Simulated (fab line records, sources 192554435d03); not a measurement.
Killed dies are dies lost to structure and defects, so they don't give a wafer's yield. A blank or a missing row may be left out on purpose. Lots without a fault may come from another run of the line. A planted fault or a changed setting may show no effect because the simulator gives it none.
Chamber matching | flow n5_finfet | N5_FIN_SAQP_ETCH_34 on rie_diel-02: 4 sister chambers
The step etches SiO2 in C4F6/O2, target depth 45 nm, time 15 s. 24 wafers are shown with their chamber, then 12 later ones without.

WAFERS WITH THEIR CHAMBER
wafer  | chamber | drypump_motor_current_A (A) | showerhead_plenum_p_Torr (Torr) | throttle_valve_pct (%)
L077.1 | 0       | 5.5                         | 2.89                            | 20.62
L077.2 | 2       | 5.6                         | 2.93                            | 21.52
L077.3 | 1       | 4.8                         | 2.73                            | 20.91
L077.4 | 3       | 5.9                         | 2.91                            | 21.06
L077.5 | 0       | 5.5                         | 2.89                            | 20.63
L077.6 | 1       | 4.8                         | 2.73                            | 20.93
L083.3 | 3       | 5.8                         | 2.90                            | 21.08
L083.5 | 0       | 5.5                         | 2.89                            | 20.64
L083.6 | 3       | 5.8                         | 2.90                            | 21.10
L086.1 | 2       | 5.6                         | 2.92                            | 21.57
L086.3 | 0       | 5.5                         | 2.88                            | 20.65
L086.5 | 3       | 5.8                         | 2.90                            | 21.09
L087.2 | 2       | 5.6                         | 2.91                            | 21.57
L087.4 | 3       | 5.8                         | 2.90                            | 21.09
L087.5 | 0       | 5.5                         | 2.88                            | 20.64
L090.3 | 0       | 5.5                         | 2.88                            | 20.67
L090.5 | 1       | 4.8                         | 2.71                            | 20.94
L090.6 | 3       | 5.9                         | 2.89                            | 21.09
L091.1 | 1       | 4.8                         | 2.71                            | 20.95
L091.4 | 1       | 4.8                         | 2.71                            | 20.98
L091.5 | 1       | 4.8                         | 2.71                            | 20.98
L092.4 | 0       | 5.4                         | 2.88                            | 20.67
L092.5 | 2       | 5.6                         | 2.91                            | 21.24
L092.6 | 1       | 4.8                         | 2.71                            | 20.95

SIGNATURES (means of the wafers above)
reading                  | chamber 0 | chamber 1 | chamber 2 | chamber 3 | scatter within a chamber
drypump_motor_current_A  | 5.486     | 4.800     | 5.600     | 5.833     | 0.0331
showerhead_plenum_p_Torr | 2.8843    | 2.7157    | 2.9175    | 2.9000    | 0.0078
throttle_valve_pct       | 20.6457   | 20.9486   | 21.4750   | 21.0850   | 0.0642
Rule: a wafer's distance from a chamber is the root of the sum, over the readings, of the square of ((its reading less the chamber's mean) divided by the reading's scatter). The wafer belongs to the nearest chamber; if the next one is less than 2 further off, it can't be placed. The scatter: the root of (the sum of the squares of (reading less its chamber's mean) over the shown wafers, divided by (wafers less chambers)).

WAFERS WITHOUT THEIR CHAMBER
wafer  | drypump_motor_current_A (A) | showerhead_plenum_p_Torr (Torr) | throttle_valve_pct (%)
L093.2 | 5.6                         | 2.91                            | 21.24
L093.3 | 5.9                         | 2.89                            | 21.12
L093.4 | 4.8                         | 2.71                            | 20.96
L094.1 | 5.5                         | 2.88                            | 20.65
L094.4 | 5.6                         | 2.91                            | 21.24
L094.5 | 5.5                         | 2.88                            | 20.66
L095.2 | 5.5                         | 2.87                            | 20.66
L095.4 | 5.5                         | 2.87                            | 20.68
L095.6 | 4.8                         | 2.71                            | 20.99
L096.1 | 5.6                         | 2.91                            | 21.26
L096.5 | 4.8                         | 2.71                            | 20.97
L096.6 | 5.5                         | 2.87                            | 20.67

WHICH CHAMBER EACH WENT THROUGH
wafer  | from the rows above | in truth
L093.2 | 2                   | 2
L093.3 | 3                   | 3
L093.4 | 1                   | 1
L094.1 | 0                   | 0
L094.4 | 2                   | 2
L094.5 | 0                   | 0
L095.2 | 0                   | 0
L095.4 | 0                   | 0
L095.6 | 1                   | 1
L096.1 | 2                   | 2
L096.5 | 1                   | 1
L096.6 | 0                   | 0
Placed correctly: 12 of 12. Can't be placed from these rows: 0. Placed wrongly: 0.
